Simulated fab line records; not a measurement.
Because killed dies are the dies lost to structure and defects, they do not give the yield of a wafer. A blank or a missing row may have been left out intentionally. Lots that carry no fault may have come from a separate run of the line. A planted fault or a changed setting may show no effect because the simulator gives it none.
fab line records	flow n5Finfet
record lots=7	wafers=21
route steps=1938 shown HKMG_FIN@402 MOL_CONTACT_COAG@535 BEOL_M0_SAQP@632 BEOL_M1@768
startH: hours from the record's first day to the start of the lot's first wafer shown	waitH: hours from the lot's prior step to this one	" repeats the value in the row above	L1.1+2: several wafers, shown together as one row	- no value, or no start given	* or withheld: withheld	< > ~ a bound
route shown NAME@n: NAME is a module with steps in the file, n the number in the route of the first one	usual: mean/standard deviation of fault-free wafers	same: alike in all rows	chamber/n: place in a boat	sites: per-site readings	_std_site: standard deviation across them	_edge_site: inner sites' mean taken away from outer sites' mean	radiusMm: how far each site lies from the wafer's centre	mask NAME#n: copy n	behind: the most recent tool/chamber to have shaped the wafer	hold: cause of the lot's hold/its duration in hours/its outcome	device: which transistor (n, p or np) failed to switch	end of line: tests run on the same wafers once the route is complete	for a step that has no rows: nothing shown but its recipe	killed: dies that structure and defects cost at the first sort, which is not the same as the wafer's yield	map: the dies of a wafer, with x for killed, . for not killed, _ for no die there
set.NAME: the setting that was run; set.NAME@STEP: the one run at that earlier step	model.NAME: the simulator's own value behind a step, which no gauge read
lots where settings were altered on purpose, with a table for each step and a row for each wafer
## steps
# step N5_HKMG_FIN_ETCH_54
# recipe chemistry=CF4	target=SiARC	targetDepthA=455	maskMaterial=CAR-ArF	timeS=75.8	ionEnergyEv=80	pressureMtorr=40	sourceW=545	biasW=36	Ar_flow_sccm=100	cf4FlowSccm=100	ends=cleared
# usual rfVppV=183.8/1
lot.wafer	tool	chamber	startH	waitH	set.biasW	rfVppV
L080.1	rieDiel-01	3	109.45	0.0	36	184.6
L080.4	"	1	"	"	36	185.1
L080.5	"	2	"	"	36	182.1
L083.1	rieDiel-03	3	127.40	0.0	36	184.0
L083.4	"	1	"	"	36	182.6
L083.5	"	2	"	"	36	182.2
L085.3	rieDiel-03	2	140.59	0.0	36	182.9
L085.5	"	2	"	"	33.72	175.2
L085.6	"	1	"	"	33.72	177.8
L087.1	rieDiel-03	1	152.24	0.0	36	185.3
L087.2	"	0	"	"	41.41	202.3
L087.6	"	3	"	"	41.41	201.6
L088.1	rieDiel-06	2	154.05	0.0	37.91	191.3
L088.2	"	3	"	"	37.91	190.2
L088.6	"	0	"	"	36	183.1
L095.1	rieDiel-03	2	201.22	0.0	36	187.0
L095.3	"	0	"	"	36	183.7
L095.4	"	1	"	"	36	185.4
L096.3	rieDiel-01	1	205.89	0.0	36	184.4
L096.5	"	0	"	"	36	182.9
L096.6	"	1	"	"	36	185.1
# step N5_HKMG_FIN_ETCH_55
# recipe chemistry=N2/H2	target=SOC	targetDepthA=2400	tempC=40	timeS=300	ionEnergyEv=200	maskMaterial=SiARC	pressureMtorr=30	sourceW=840	biasW=150	n2FlowSccm=200	h2FlowSccm=200
lot.wafer	tool	chamber	startH	waitH	set.timeS	model.etch.depthNm	model.HKMG_FIN.featureDepthNm
L080.1	rieDiel-01	3	109.50	0.0	300	242.8	242.8
L080.4	"	1	"	"	300	232.9	233
L080.5	"	2	"	"	300	232.4	232.4
L083.1	rieDiel-03	3	127.46	0.0	300	237.6	237.6
L083.4	"	1	"	"	318.3	261.3	261.4
L083.5	"	2	"	"	318.3	246.3	246.2
L085.3	rieDiel-03	2	140.65	0.0	300	237.7	237.8
L085.5	"	2	"	"	300	234.9	234.8
L085.6	"	1	"	"	300	251.4	251.4
L087.1	rieDiel-03	1	152.29	0.0	300	249.4	249.4
L087.2	"	0	"	"	300	243.6	243.6
L087.6	"	3	"	"	300	241.9	242
L088.1	rieDiel-06	2	154.10	0.0	300	249.8	249.8
L088.2	"	3	"	"	300	234	234
L088.6	"	0	"	"	300	242.1	242
L095.1	rieDiel-03	2	201.28	0.0	244.2	196.7	196.6
L095.3	"	0	"	"	300	242.2	242.2
L095.4	"	1	"	"	300	245.9	246
L096.3	rieDiel-01	1	205.95	0.0	324.9	259.8	259.8
L096.5	"	0	"	"	324.9	264.5	264.4
L096.6	"	1	"	"	300	237.4	237.4
# step N5_HKMG_FIN_COAT_29
# recipe resist=SOC	tempC=250	timeS=60	spinRpm=1500	resistThkNm=300
lot.wafer	tool	chamber	startH	waitH	set.spinRpm	model.SOC_of_HKMG_FIN_COAT_29.thkNm
L080.1+4	lithoTrack-04	0	112.59	0.2	1500	300.2
L080.5	"	0	"	"	1500	299.8
L083.1	lithoTrack-02	0	130.63	0.2	1621	289.2
L083.4	"	0	"	"	1500	300.8
L083.5	"	0	"	"	1500	301.6
L085.3	lithoTrack-04	0	143.49	0.2	1500	297.8
L085.5	"	0	"	"	1440	303.6
L085.6	"	0	"	"	1500	297.6
L087.1	lithoTrack-03	0	155.11	0.2	1637	287.6
L087.2	"	0	"	"	1637	287.8
L087.6	"	0	"	"	1500	301.2
L088.1	lithoTrack-04	0	157.08	0.2	1436	306.2
L088.2	"	0	"	"	1436	305.8
L088.6	"	0	"	"	1436	306.6
L095.1+4	lithoTrack-04	0	204.30	0.2	1553	295.8
L095.3	"	0	"	"	1553	296
L096.3	lithoTrack-02	0	208.83	0.2	1652	287.2
L096.5	"	0	"	"	1652	285.6
L096.6	"	0	"	"	1500	300.6
# step N5_HKMG_FIN_PEB_10
# recipe pebTempC=withheld	pebTimeS=60	resist=CAR-ArF
lot.wafer	tool	chamber	startH	waitH	set.pebTimeS
L080.1+4+5	lithoTrack-03	0	112.76	0.1	60
L083.1	lithoTrack-03	0	130.81	0.1	60
L083.4+5	"	0	"	"	51.66
L085.3	lithoTrack-04	0	143.66	0.0	60
L085.5+6	"	0	"	"	64.05
L087.1+2	lithoTrack-02	0	155.29	0.1	49.91
L087.6	"	0	"	"	60
L088.1+6	lithoTrack-03	0	157.38	0.1	52.22
L088.2	"	0	"	"	60
L095.1+3	lithoTrack-04	0	204.60	0.1	49.73
L095.4	"	0	"	"	60
L096.3+6	lithoTrack-03	0	209.13	0.0	60
L096.5	"	0	"	"	54.18
# step N5_HKMG_FIN_DEVELOP_11
# recipe developTimeS=30	developer=TMAH	resist=CAR-ArF	devTempC=23	rinseLiquid=diw	dry=airSpin
# step N5_HKMG_FIN_CD_MEAS_12
# recipe targetCdNm=92.8	landingEnergyEv=500	detector=seInlens
# usual cdNm=93.1/0.59
lot.wafer	tool	chamber	startH	waitH	set.pebTimeS@HKMG_FIN_PEB_10	cdNm
L080.1	cdSem-03	0	112.83	-	60	92.5
L080.4	"	0	"	"	60	92.5
L080.5	"	0	"	"	60	93.3
L083.1	cdSem-01	0	130.87	-	60	93.4
L083.4	"	0	"	"	51.66	88.3
L083.5	"	0	"	"	51.66	88.7
L085.3	cdSem-02	0	143.73	-	60	93.3
L085.5	"	0	"	"	64.05	94.8
L085.6	"	0	"	"	64.05	95.4
L087.1	cdSem-03	0	155.35	-	49.91	86.8
L087.2	"	0	"	"	49.91	86.6
L087.6	"	0	"	"	60	92.3
L088.1	cdSem-02	0	157.45	-	52.22	88.3
L088.2	"	0	"	"	60	93.4
L088.6	"	0	"	"	52.22	88.2
L095.1	cdSem-01	0	204.67	-	49.73	86.2
L095.3	"	0	"	"	49.73	86.7
L095.4	"	0	"	"	60	93.0
L096.3	cdSem-02	0	209.20	-	60	93.8
L096.5	"	0	"	"	54.18	90.8
L096.6	"	0	"	"	60	93.0
# step N5_MOL_CONTACT_COAG_CONTACT_ETCH_14
# recipe chemistry=C4F6/O2	target=SiO2	targetDepthA=275	overetchA=85	maskMaterial=SOC	pressureMtorr=30	sourceW=370	biasW=185	Ar_flow_sccm=300	C4F6_flow_sccm=16	O2_flow_sccm=10	timeS=20	ionEnergyEv=259.6
# usual rfVppV=691.2/2.5
lot.wafer	tool	chamber	startH	waitH	set.sourceW	rfVppV
L080.1	rieDiel-01	1	125.97	0.0	370	692.0
L080.4	"	2	"	"	370	691.1
L080.5	"	1	"	"	370	691.0
L083.1	rieDiel-01	3	147.70	0.0	370	690.3
L083.4	"	1	"	"	370	691.4
L083.5	"	3	"	"	392.7	675.1
L085.3	rieDiel-01	0	159.36	0.0	323.1	713.3
L085.5	"	2	"	"	323.1	729.6
L085.6	"	1	"	"	370	690.3
L087.1	rieDiel-06	3	167.94	0.0	370	691.2
L087.2	"	0	"	"	423.8	661.0
L087.6	"	1	"	"	423.8	658.8
L088.1	rieDiel-03	3	170.72	0.0	370	692.8
L088.2	"	0	"	"	370	687.0
L088.6	"	0	"	"	370	689.1
L095.1	rieDiel-03	1	217.26	0.0	370	695.1
L095.3	"	0	"	"	370	689.3
L095.4	"	1	"	"	370	694.9
L096.3	rieDiel-06	3	221.34	0.0	370	691.1
L096.5	"	0	"	"	390.7	676.4
L096.6	"	3	"	"	390.7	679.3
# step N5_MOL_CONTACT_COAG_COAT_64
# recipe resist=underlayer	tempC=205	timeS=60	spinRpm=1500	resistThkNm=10
lot.wafer	tool	chamber	startH	waitH	set.spinRpm	model.underlayer_of_MOL_CONTACT_COAG_COAT_64.thkNm
L080.1+4+5	lithoTrack-05	0	-	-	1500	10
L083.1+5	lithoTrack-05	0	-	-	1333	10.6
L083.4	"	0	"	"	1500	10
L085.3+5	lithoTrack-02	0	-	-	1500	10
L085.6	"	0	"	"	1423	10.4
L087.1+2+6	lithoTrack-03	0	-	-	1500	10
L088.1+2	lithoTrack-05	0	-	-	1415	10.2
L088.6	"	0	"	"	1500	10
L095.1+3	lithoTrack-05	0	-	-	1500	10
L095.4	"	0	"	"	1546	9.8
L096.3+5+6	lithoTrack-03	0	-	-	1500	10
# step N5_MOL_CONTACT_COAG_COAT_34
# recipe resist=CAR-EUV	spinRpm=1500	resistThkNm=40
# step N5_MOL_CONTACT_COAG_EBR_36
# recipe solvent=PGMEA	ebrWidthMm=1.5
# step N5_MOL_CONTACT_COAG_DESCUM_45
# recipe chemistry=O2	timeS=7	sourcePowerW=50	biasPowerW=20	pressureMtorr=20	rfFrequencyHz=2.712e+07	tempC=40	resist=CAR-EUV	o2FlowSccm=225
# step N5_MOL_CONTACT_COAG_ETCH_65
# recipe chemistry=N2/H2	target=underlayer	targetDepthA=130	maskMaterial=CAR-EUV	timeS=10.4	ionEnergyEv=200	pressureMtorr=30	sourceW=840	biasW=150	n2FlowSccm=200	h2FlowSccm=200	ends=cleared
lot.wafer	tool	chamber	startH	waitH	set.spinRpm@MOL_CONTACT_COAG_COAT_64	model.etch.depthNm
L080.1+5	rieDiel-03	2,1	135.81	0.0	1500	10.02
L080.4	"	3	"	"	1500	10.03
L083.1	rieDiel-01	1	158.48	0.0	1333	10.67
L083.4	"	2	"	"	1500	10.08
L083.5	"	1	"	"	1333	10.65
L085.3	rieDiel-06	1	171.13	0.0	1500	10.01
L085.5	"	3	"	"	1500	10.06
L085.6	"	0	"	"	1423	10.33
L087.1	rieDiel-06	3	178.67	0.0	1500	10.06
L087.2+6	"	1,2	"	"	1500	10.07
L088.1	rieDiel-06	2	183.91	0.0	1415	10.26
L088.2	"	0	"	"	1415	10.29
L088.6	"	2	"	"	1500	9.958
L095.1	rieDiel-06	0	230.06	0.0	1500	10.03
L095.3	"	3	"	"	1500	9.96
L095.4	"	2	"	"	1546	9.836
L096.3	rieDiel-06	0	235.18	0.0	1500	10.01
L096.5	"	3	"	"	1500	9.996
L096.6	"	2	"	"	1500	9.958
# step N5_MOL_CONTACT_COAG_ETCH_66
# recipe chemistry=CF4	target=SiARC	targetDepthA=130	maskMaterial=CAR-EUV	timeS=21.7	ionEnergyEv=80	pressureMtorr=40	sourceW=545	biasW=36	Ar_flow_sccm=100	cf4FlowSccm=100	ends=cleared
# step N5_MOL_CONTACT_COAG_ALD_133
# recipe material=SiO2	targetThkA=50	tempC=100	aldPrecursorFamily=BDEAS	aldCoReactant=O2-plasma	pulseTimeS=1	coReactantPulseTimeS=1	purgeTimeS=2	coReactantPurgeTimeS=2	aldCycles=35	pressureTorr=2
# step N5_MOL_CONTACT_COAG_ETCHBACK_134
# recipe chemistry=CHF3	target=SiO2	targetDepthA=100	timeS=6.7	ionEnergyEv=200	pressureMtorr=30	sourceW=610	biasW=170	Ar_flow_sccm=200	CHF3_flow_sccm=50
lot.wafer	tool	chamber	startH	waitH	set.spinRpm@MOL_CONTACT_COAG_COAT_64	model.CAR-EUV_of_MOL_CONTACT_COAG_COAT_34.thkNm
L080.1+5	rieDiel-01	2,1	136.10	0.1	1500	15.8
L080.4	"	0	"	"	1500	15.4
L083.1+5	rieDiel-03	3,1	158.77	0.1	1333	14.8
L083.4	"	3	"	"	1500	15.6
L085.3	rieDiel-06	0	171.44	0.1	1500	15.6
L085.5	"	2	"	"	1500	15.4
L085.6	"	3	"	"	1423	15.2
L087.1+2	rieDiel-06	2,1	179.43	0.1	1500	15.4
L087.6	"	3	"	"	1500	15.6
L088.1+2	rieDiel-03	1,0	184.19	0.1	1415	15.2
L088.6	"	3	"	"	1500	15.6
L095.1	rieDiel-06	2	230.35	0.1	1500	15.4
L095.3	"	3	"	"	1500	15.6
L095.4	"	1	"	"	1546	15.8
L096.3+6	rieDiel-01	2,0	235.51	0.1	1500	15.6
L096.5	"	3	"	"	1500	15.4
# step N5_BEOL_M0_SAQP_PECVD_00
# recipe material=SiCN	targetThkA=80	tempC=withheld	precursor=3MS/NH3	pressureTorr=3	rfW=202	timeS=14
lot.wafer	tool	chamber	startH	waitH	set.timeS	model.SiCN_of_BEOL_M0_SAQP_PECVD_00.thkNm
L080.1+5	pecvd-01	0	145.21	0.2	14	8
L080.4	"	1	"	"	14	8.4
L083.1	pecvd-02	1	163.41	0.2	14	7.6
L083.4	"	0	"	"	16.02	9.4
L083.5	"	2	"	"	16.02	9.2
L085.3+6	pecvd-02	0,2	176.07	0.1	14	8
L085.5	"	0	"	"	13.05	7.4
L087.1+6	pecvd-01	1,0	184.07	0.2	15.28	8.8
L087.2	"	2	"	"	14	8.2
L088.1	pecvd-01	0	188.87	0.2	13.09	7.4
L088.2	"	1	"	"	14	8
L088.6	"	0	"	"	14	8.2
L095.1	pecvd-04	1	234.98	0.2	14	7.8
L095.3+4	"	0,1	"	"	14	8
L096.3+5	pecvd-01	0,1	240.14	0.1	14	8
L096.6	"	0	"	"	14	7.8
# step N5_BEOL_M0_SAQP_PECVD_96
# recipe material=a-Si	targetThkA=450	tempC=350	precursor=SiH4/He	pressureTorr=3	rfW=100	timeS=45.2
lot.wafer	tool	chamber	startH	waitH	set.timeS	model.a-Si_of_BEOL_M0_SAQP_PECVD_96.thkNm
L080.1	pecvd-02	1	145.47	0.0	45.2	44.4
L080.4	"	0	"	"	45.2	45.4
L080.5	"	1	"	"	45.2	45.2
L083.1	pecvd-01	0	163.95	0.0	45.2	45.2
L083.4	"	0	"	"	45.2	45.8
L083.5	"	2	"	"	45.2	46.4
L085.3	pecvd-02	1	176.69	0.0	38.78	38.2
L085.5	"	1	"	"	45.2	45.4
L085.6	"	0	"	"	38.78	39
L087.1	pecvd-04	0	186.18	0.0	45.2	44.6
L087.2	"	2	"	"	45.2	43.6
L087.6	"	2	"	"	45.2	45.4
L088.1	pecvd-01	2	189.60	0.0	45.2	45.2
L088.2	"	0	"	"	45.2	45.6
L088.6	"	2	"	"	45.2	46.6
L095.1	pecvd-02	0	236.28	0.0	45.2	45
L095.3	"	1	"	"	47.61	47.6
L095.4	"	2	"	"	45.2	45.2
L096.3	pecvd-02	2	240.80	0.0	45.2	44.4
L096.5	"	0	"	"	45.2	45.4
L096.6	"	2	"	"	42.25	42
# step N5_BEOL_M0_SAQP_PECVD_97
# recipe material=SiNx	targetThkA=230	tempC=350	precursor=SiH4/NH3/N2	pressureTorr=1.5	rfW=300	timeS=19.9
# step N5_BEOL_M0_SAQP_PECVD_04
# recipe material=a-Si	targetThkA=600	tempC=350	precursor=SiH4/He	pressureTorr=3	rfW=100	timeS=60.2
# step N5_BEOL_M0_SAQP_ETCH_101
# recipe chemistry=CH3F/O2	target=SiNx	maskMaterial=SiO2	targetDepthA=299	timeS=42.7	pressureMtorr=30	sourceW=395	biasW=73	Ar_flow_sccm=150	CH3F_flow_sccm=30	O2_flow_sccm=20	ionEnergyEv=120
# step N5_BEOL_M0_SAQP_ETCH_102
# recipe chemistry=CF4	target=SiO2	targetDepthA=40	ionEnergyEv=350	timeS=4.4	pressureMtorr=10	icpW=800	biasW=400	cf4FlowSccm=80
# step N5_BEOL_M0_SAQP_MANDREL_ETCH_103
# recipe chemistry=HBr/Cl2	target=a-Si	targetDepthA=450	btTimeS=10	stopOn=SiCN	maskMaterial=SiO2	overEtchFrac=0.8	timeS=27	pressureMtorr=10	icpW=800	biasW=75	HBr_flow_sccm=150	Cl2_flow_sccm=80	ends=endPoint
# usual oesProductAu=0.681/0.011
lot.wafer	tool	chamber	startH	waitH	set.timeS@BEOL_M0_SAQP_PECVD_96	oesProductAu	model.etch.depthNm
L080.1	rieSi-01	0	149.30	0.0	45.2	0.683	44.32
L080.4	"	2	"	"	45.2	0.680	45.46
L080.5	"	3	"	"	45.2	0.675	45.17
L083.1	rieSi-02	2	167.05	0.0	45.2	0.687	45.23
L083.4	"	1	"	"	45.2	0.696	45.89
L083.5	"	1	"	"	45.2	0.709	46.45
L085.3	rieSi-06	0	180.64	0.0	38.78	0.619	38.23
L085.5	"	0	"	"	45.2	0.689	45.3
L085.6	"	3	"	"	38.78	0.624	38.98
L087.1	rieSi-06	1	189.95	0.0	45.2	0.653	44.53
L087.2	"	2	"	"	45.2	0.662	43.64
L087.6	"	3	"	"	45.2	0.665	45.36
L088.1	rieSi-06	1	194.24	0.0	45.2	0.659	45.29
L088.2	"	0	"	"	45.2	0.684	45.5
L088.6	"	3	"	"	45.2	0.689	46.55
L095.1	rieSi-06	0	238.64	0.0	45.2	0.679	44.98
L095.3	"	1	"	"	47.61	0.691	47.54
L095.4	"	2	"	"	45.2	0.680	45.12
L096.3	rieSi-02	2	243.18	0.0	45.2	0.682	44.47
L096.5	"	3	"	"	45.2	0.707	45.39
L096.6	"	0	"	"	42.25	0.652	42.07
# step N5_BEOL_M1_ETCH_74
# recipe chemistry=N2/H2	target=underlayer	targetDepthA=65	maskMaterial=CAR-EUV	timeS=5.2	ionEnergyEv=200	pressureMtorr=30	sourceW=840	biasW=150	n2FlowSccm=200	h2FlowSccm=200	ends=cleared
# usual etchRfOnTimeS=5.23/0.14	rfVppV=524.1/2.7
lot.wafer	tool	chamber	startH	waitH	set.biasW	etchRfOnTimeS	rfVppV
L080.1	rieDiel-02	2	161.79	0.0	150	5.17	527.4
L080.4	"	1	"	"	150	5.40	524.3
L080.5	"	0	"	"	150	5.41	520.1
L083.1	rieDiel-05	1	180.37	0.0	158.9	4.90	544.1
L083.4	"	0	"	"	158.9	5.12	544.9
L083.5	"	0	"	"	150	5.22	523.2
L085.3	rieDiel-05	3	193.02	0.0	150	5.26	527.7
L085.5	"	3	"	"	150	5.23	526.3
L085.6	"	2	"	"	170.1	4.79	568.7
L088.1	rieDiel-05	2	203.77	0.0	159.2	4.94	542.6
L088.2	"	1	"	"	150	5.11	524.7
L088.6	"	3	"	"	150	5.33	531.2
L087.1	rieDiel-04	1	203.96	0.0	150	5.36	525.0
L087.2	"	3	"	"	173.4	4.76	569.0
L087.6	"	1	"	"	173.4	4.92	576.0
L095.1	rieDiel-02	3	251.75	0.0	165.7	4.83	558.0
L095.3	"	0	"	"	165.7	5.21	555.3
L095.4	"	0	"	"	150	5.47	520.5
L096.3	rieDiel-02	2	254.43	0.0	150	5.06	525.2
L096.5	"	0	"	"	129.6	5.74	475.2
L096.6	"	3	"	"	150	4.96	522.8
# step N5_BEOL_M1_TRENCH_ETCH_37
# recipe chemistry=C4F6/O2	targetDepthA=552.07	target=SiOC	timeS=29	ionEnergyEv=250	pressureMtorr=30	sourceW=355	biasW=185	Ar_flow_sccm=300	C4F6_flow_sccm=10	O2_flow_sccm=10
# usual rfVppV=670/7.6
lot.wafer	tool	chamber	startH	waitH	set.sourceW	rfVppV	model.etch.depthNm	model.BEOL_M1.featureDepthNm
L080.1	rieDiel-04	0	-	-	355	677	53.1	53
L080.4	"	2	"	"	355	662	53.79	53.8
L080.5	"	0	"	"	355	676	53.01	53
L083.1	rieDiel-05	2	-	-	355	654	54.38	54.4
L083.4	"	1	"	"	382.7	640	57.22	57.2
L083.5	"	0	"	"	355	676	54.66	54.6
L085.3	rieDiel-04	1	-	-	336.1	692	53.51	53.6
L085.5	"	3	"	"	355	674	55.23	55.2
L085.6	"	1	"	"	336.1	694	53.55	53.6
L087.1	rieDiel-02	1	-	-	355	666	54.23	54.2
L087.2	"	0	"	"	294.1	739	49.69	49.6
L087.6	"	1	"	"	294.1	732	50.39	50.4
L088.1	rieDiel-05	0	-	-	355	675	54.19	54.2
L088.2	"	2	"	"	355	655	54.4	54.4
L088.6	"	2	"	"	355	654	54.57	54.6
L095.1	rieDiel-04	3	-	-	355	674	55.4	55.4
L095.3	"	2	"	"	355	660	55.86	55.8
L095.4	"	1	"	"	355	673	55.37	55.4
L096.3	rieDiel-04	3	-	-	355	675	54.63	54.6
L096.5	"	0	"	"	355	676	52.71	52.8
L096.6	"	3	"	"	355	673	54.77	54.8
# step N5_BEOL_M1_ETCH_41
# recipe chemistry=CH3F/O2	target=SiCN	targetDepthA=319	taperDeg=2	timeS=57.8	ionEnergyEv=120	maskMaterial=TiN	pressureMtorr=30	sourceW=395	biasW=75	Ar_flow_sccm=150	CH3F_flow_sccm=30	O2_flow_sccm=20
# step N5_BEOL_M1_STRIP_97
# recipe chemistry=N2/H2	timeS=10	powerW=450	tempC=40	pressureMtorr=20	rfFrequencyHz=6e+07	biasPowerW=7	n2FlowSccm=200	h2FlowSccm=200
# step N5_BEOL_M1_OCD_MEAS_38
# usual trenchDepthNm=54.6/1.1
lot.wafer	tool	chamber	startH	waitH	set.sourceW@BEOL_M1_TRENCH_ETCH_37	trenchDepthNm
L080.1	ocd-01	-	165.48	-	355	52.8
L080.4	"	-	"	"	355	54.3
L080.5	"	-	"	"	355	52.9
L083.1	ocd-01	-	185.68	-	355	54.6
L083.4	"	-	"	"	382.7	57.1
L083.5	"	-	"	"	355	54.8
L085.3	ocd-01	-	195.68	-	336.1	53.6
L085.5	"	-	"	"	355	55.5
L085.6	"	-	"	"	336.1	53.4
L087.1	ocd-01	-	220.82	-	355	54.2
L087.2	"	-	"	"	294.1	49.6
L087.6	"	-	"	"	294.1	50.4
L088.1	ocd-02	-	230.05	-	355	54.7
L088.2	"	-	"	"	355	54.7
L088.6	"	-	"	"	355	54.5
L095.1	ocd-02	-	253.57	-	355	55.6
L095.3	"	-	"	"	355	55.5
L095.4	"	-	"	"	355	55.4
L096.3	ocd-01	-	264.45	-	355	54.0
L096.5	"	-	"	"	355	52.5
L096.6	"	-	"	"	355	54.7
## key
split step=N5_HKMG_FIN_ETCH_54	setting=biasW	stated=36	by=wafer
response step=N5_HKMG_FIN_ETCH_54	reading=rfVppV	change=+1.13	per=1%	r=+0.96
split step=N5_HKMG_FIN_ETCH_55	setting=timeS	stated=300	by=wafer
response step=N5_HKMG_FIN_ETCH_55	reading=model.etch.depthNm	change=+2.62	per=1%	r=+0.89
response step=N5_HKMG_FIN_ETCH_55	reading=model.HKMG_FIN.featureDepthNm	change=+2.63	per=1%	r=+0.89
split step=N5_HKMG_FIN_COAT_29	setting=spinRpm	stated=1500	by=wafer
response step=N5_HKMG_FIN_COAT_29	reading=model.SOC_of_HKMG_FIN_COAT_29.thkNm	change=-1.45	per=1%	r=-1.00
split step=N5_HKMG_FIN_PEB_10	setting=pebTimeS	stated=60	by=wafer
response step=N5_HKMG_FIN_CD_MEAS_12	reading=cdNm	change=+0.351	per=1%	r=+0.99
split step=N5_MOL_CONTACT_COAG_CONTACT_ETCH_14	setting=sourceW	stated=370	by=wafer
response step=N5_MOL_CONTACT_COAG_CONTACT_ETCH_14	reading=rfVppV	change=-2.31	per=1%	r=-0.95
split step=N5_MOL_CONTACT_COAG_COAT_64	setting=spinRpm	stated=1500	by=wafer
response step=N5_MOL_CONTACT_COAG_COAT_64	reading=model.underlayer_of_MOL_CONTACT_COAG_COAT_64.thkNm	change=-0.0546	per=1%	r=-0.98
response step=N5_MOL_CONTACT_COAG_ETCH_65	reading=model.etch.depthNm	change=-0.0535	per=1%	r=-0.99
response step=N5_MOL_CONTACT_COAG_ETCHBACK_134	reading=model.CAR-EUV_of_MOL_CONTACT_COAG_COAT_34.thkNm	change=+0.0711	per=1%	r=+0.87
split step=N5_BEOL_M0_SAQP_PECVD_00	setting=timeS	stated=14	by=wafer
response step=N5_BEOL_M0_SAQP_PECVD_00	reading=model.SiCN_of_BEOL_M0_SAQP_PECVD_00.thkNm	change=+0.102	per=1%	r=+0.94
split step=N5_BEOL_M0_SAQP_PECVD_96	setting=timeS	stated=45.2	by=wafer
response step=N5_BEOL_M0_SAQP_PECVD_96	reading=model.a-Si_of_BEOL_M0_SAQP_PECVD_96.thkNm	change=+0.472	per=1%	r=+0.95
response step=N5_BEOL_M0_SAQP_MANDREL_ETCH_103	reading=oesProductAu	change=+0.00474	per=1%	r=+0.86
response step=N5_BEOL_M0_SAQP_MANDREL_ETCH_103	reading=model.etch.depthNm	change=+0.466	per=1%	r=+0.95
split step=N5_BEOL_M1_ETCH_74	setting=biasW	stated=150	by=wafer
response step=N5_BEOL_M1_ETCH_74	reading=etchRfOnTimeS	change=*	per=1%	r=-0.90
response step=N5_BEOL_M1_ETCH_74	reading=rfVppV	change=+3.24	per=1%	r=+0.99
split step=N5_BEOL_M1_TRENCH_ETCH_37	setting=sourceW	stated=355	by=wafer
response step=N5_BEOL_M1_TRENCH_ETCH_37	reading=rfVppV	change=-3.89	per=1%	r=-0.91
response step=N5_BEOL_M1_TRENCH_ETCH_37	reading=model.etch.depthNm	change=+0.266	per=1%	r=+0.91
response step=N5_BEOL_M1_TRENCH_ETCH_37	reading=model.BEOL_M1.featureDepthNm	change=+0.265	per=1%	r=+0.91
response step=N5_BEOL_M1_OCD_MEAS_38	reading=trenchDepthNm	change=+0.266	per=1%	r=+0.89
